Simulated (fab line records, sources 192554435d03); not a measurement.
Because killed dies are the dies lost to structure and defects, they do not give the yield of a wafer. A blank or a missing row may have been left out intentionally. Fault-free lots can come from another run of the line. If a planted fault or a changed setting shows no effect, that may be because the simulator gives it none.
Chamber matching | flow n5_finfet | N5_GATE_CUT_STRIP_42 on rie_diel-02: 4 sister chambers
The step strips in O2. 20 wafers are shown with their chamber, then 10 later ones without.

## WAFERS, EACH WITH ITS CHAMBER
wafer  | chamber | drypump_motor_current_A (A) | throttle_valve_pct (%) | showerhead_plenum_p_Torr (Torr)
L074.2 | 3       | 5.9                         | 17.00                  | 2.17
L074.4 | 1       | 6.0                         | 16.63                  | 2.01
L074.5 | 0       | 5.7                         | 16.80                  | 1.98
L078.3 | 3       | 5.8                         | 17.01                  | 2.16
L078.4 | 2       | 5.5                         | 16.91                  | 2.18
L078.6 | 1       | 6.0                         | 16.65                  | 2.01
L079.2 | 3       | 5.9                         | 17.03                  | 2.16
L079.3 | 0       | 5.8                         | 16.81                  | 1.98
L079.4 | 2       | 5.5                         | 16.95                  | 2.18
L083.3 | 1       | 6.0                         | 16.64                  | 2.01
L083.4 | 3       | 5.9                         | 17.05                  | 2.16
L083.5 | 2       | 5.5                         | 16.95                  | 2.18
L085.1 | 3       | 5.9                         | 17.04                  | 2.16
L085.2 | 1       | 6.0                         | 16.66                  | 2.00
L085.6 | 1       | 6.0                         | 16.66                  | 2.00
L088.1 | 2       | 5.5                         | 16.96                  | 2.18
L088.2 | 1       | 6.0                         | 16.67                  | 2.00
L088.3 | 3       | 5.9                         | 17.04                  | 2.16
L089.2 | 1       | 6.0                         | 16.69                  | 2.00
L089.4 | 0       | 5.8                         | 16.38                  | 2.23

SIGNATURES (means of the wafers above)
reading                  | chamber 0 | chamber 1 | chamber 2 | chamber 3 | scatter within a chamber
drypump_motor_current_A  | 5.767     | 6.000     | 5.500     | 5.883     | 0.0306
throttle_valve_pct       | 16.6633   | 16.6571   | 16.9425   | 17.0283   | 0.0888
showerhead_plenum_p_Torr | 2.0633    | 2.0043    | 2.1800    | 2.1617    | 0.0512
Rule: for each reading, subtract the chamber's mean from the wafer's reading, divide by that reading's scatter and square the result; add these up over the readings and take the root, which gives the wafer's distance from the chamber. The wafer belongs to the nearest chamber; if the next one is less than 2 further off, it can't be placed. The scatter is the square root of a quotient: the sum, over the shown wafers, of each reading's squared deviation from its chamber's mean, divided by wafers minus chambers.

## WAFERS MISSING THEIR CHAMBER
wafer  | drypump_motor_current_A (A) | throttle_valve_pct (%) | showerhead_plenum_p_Torr (Torr)
L089.5 | 5.5                         | 16.96                  | 2.18
L092.2 | 5.5                         | 16.99                  | 2.17
L092.3 | 6.0                         | 16.68                  | 2.00
L092.4 | 6.0                         | 16.68                  | 2.00
L093.1 | 5.8                         | 16.40                  | 2.23
L093.2 | 5.5                         | 16.98                  | 2.17
L093.5 | 6.0                         | 16.68                  | 2.00
L096.1 | 5.9                         | 16.57                  | 2.15
L096.3 | 5.5                         | 17.01                  | 2.17
L096.4 | 5.9                         | 16.43                  | 2.23

## WHICH CHAMBER EACH WENT THROUGH
wafer  | from the rows above          | in truth
L089.5 | 2                            | 2
L092.2 | 2                            | 2
L092.3 | 1                            | 1
L092.4 | 1                            | 1
L093.1 | 0                            | 0
L093.2 | 2                            | 2
L093.5 | 1                            | 1
L096.1 | can't be placed: 1 or 0 or 3 | 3
L096.3 | 2                            | 2
L096.4 | can't be placed: 0 or 1 or 3 | 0
Correct placement for 8 of the 10. Unplaceable from these rows: 2, with the true chamber sitting among the candidates in 2. Placed wrongly: 0.
